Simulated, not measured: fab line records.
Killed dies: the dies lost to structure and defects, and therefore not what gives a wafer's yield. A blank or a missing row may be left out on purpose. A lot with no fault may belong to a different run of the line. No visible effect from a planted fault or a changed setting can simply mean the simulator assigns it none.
Matching of chambers + flow n5_finfet + N5_FIN_SAQP_MANDREL2_REMOVE_60 on rie_si-04: 4 sister chambers
The step chemistry HBr/Cl2/O2, target a-Si, stops on SiNx, bt time 10 s. 20 wafers are shown with their chamber, then 10 later ones without.

== WAFERS, EACH WITH ITS CHAMBER ==
| wafer  | chamber | drypump_motor_current_A (A) | throttle_valve_pct (%) | oes_o_777_au (a.u.) |
|--------|---------|-----------------------------|------------------------|---------------------|
| L078.1 | 0       | 5.8                         | 36.50                  | 1.01                |
| L078.5 | 1       | 4.8                         | 37.06                  | 1.02                |
| L078.6 | 2       | 4.8                         | 36.18                  | 1.07                |
| L080.3 | 0       | 5.8                         | 36.50                  | 1.01                |
| L080.4 | 3       | 5.5                         | 36.86                  | 0.94                |
| L080.6 | 1       | 4.8                         | 37.07                  | 1.02                |
| L081.3 | 0       | 5.8                         | 36.54                  | 1.00                |
| L081.4 | 3       | 5.5                         | 36.88                  | 0.94                |
| L081.5 | 2       | 4.8                         | 36.17                  | 1.06                |
| L082.2 | 0       | 5.8                         | 36.53                  | 1.01                |
| L082.3 | 2       | 4.7                         | 36.18                  | 1.06                |
| L082.6 | 2       | 4.8                         | 36.17                  | 1.06                |
| L085.1 | 0       | 5.8                         | 36.51                  | 1.01                |
| L085.3 | 3       | 5.5                         | 36.86                  | 0.93                |
| L085.4 | 1       | 4.8                         | 37.05                  | 1.02                |
| L088.2 | 3       | 5.5                         | 36.86                  | 0.95                |
| L088.5 | 3       | 5.5                         | 36.86                  | 0.94                |
| L088.6 | 0       | 5.8                         | 36.51                  | 1.00                |
| L089.1 | 2       | 4.8                         | 36.17                  | 1.05                |
| L089.4 | 0       | 5.8                         | 36.51                  | 1.02                |

SIGNATURES (means of the wafers above)
| reading                 | chamber 0 | chamber 1 | chamber 2 | chamber 3 | scatter within a chamber |
|-------------------------|-----------|-----------|-----------|-----------|--------------------------|
| drypump_motor_current_A | 5.800     | 4.800     | 4.780     | 5.500     | 0.0224                   |
| throttle_valve_pct      | 36.5143   | 37.0600   | 36.1740   | 36.8640   | 0.0112                   |
| oes_o_777_au            | 1.0086    | 1.0200    | 1.0600    | 0.9400    | 0.00655                  |
Rule: for a wafer and a chamber, the distance is found by dividing, reading by reading, the gap between the wafer's reading and the chamber's mean by the reading's scatter, squaring, summing and taking the root. The wafer belongs to the nearest chamber; if the next one is less than 2 further off, it can't be placed. How the scatter is found: for the shown wafers, subtract from each reading the mean of its chamber, square and add these, divide the total by (wafers less chambers), then take the root.

== WAFERS WHOSE CHAMBER IS MISSING ==
| wafer  | drypump_motor_current_A (A) | throttle_valve_pct (%) | oes_o_777_au (a.u.) |
|--------|-----------------------------|------------------------|---------------------|
| L089.6 | 4.9                         | 37.07                  | 1.01                |
| L090.2 | 4.9                         | 37.05                  | 1.02                |
| L090.4 | 5.5                         | 36.86                  | 0.94                |
| L090.5 | 5.5                         | 36.85                  | 0.94                |
| L095.1 | 5.5                         | 36.86                  | 0.94                |
| L095.3 | 4.7                         | 36.18                  | 1.06                |
| L095.4 | 5.8                         | 36.52                  | 1.02                |
| L096.3 | 4.9                         | 37.06                  | 1.01                |
| L096.4 | 5.5                         | 36.84                  | 0.94                |
| L096.6 | 5.5                         | 36.88                  | 0.94                |

== WHICH CHAMBER EACH WENT THROUGH ==
| wafer  | from the rows above | in truth |
|--------|---------------------|----------|
| L089.6 | 1                   | 1        |
| L090.2 | 1                   | 1        |
| L090.4 | 3                   | 3        |
| L090.5 | 3                   | 3        |
| L095.1 | 3                   | 3        |
| L095.3 | 2                   | 2        |
| L095.4 | 0                   | 0        |
| L096.3 | 1                   | 1        |
| L096.4 | 3                   | 3        |
| L096.6 | 3                   | 3        |
Correct placement for 10 of the 10. From these rows, 0 cannot be placed. 0 placed wrongly.
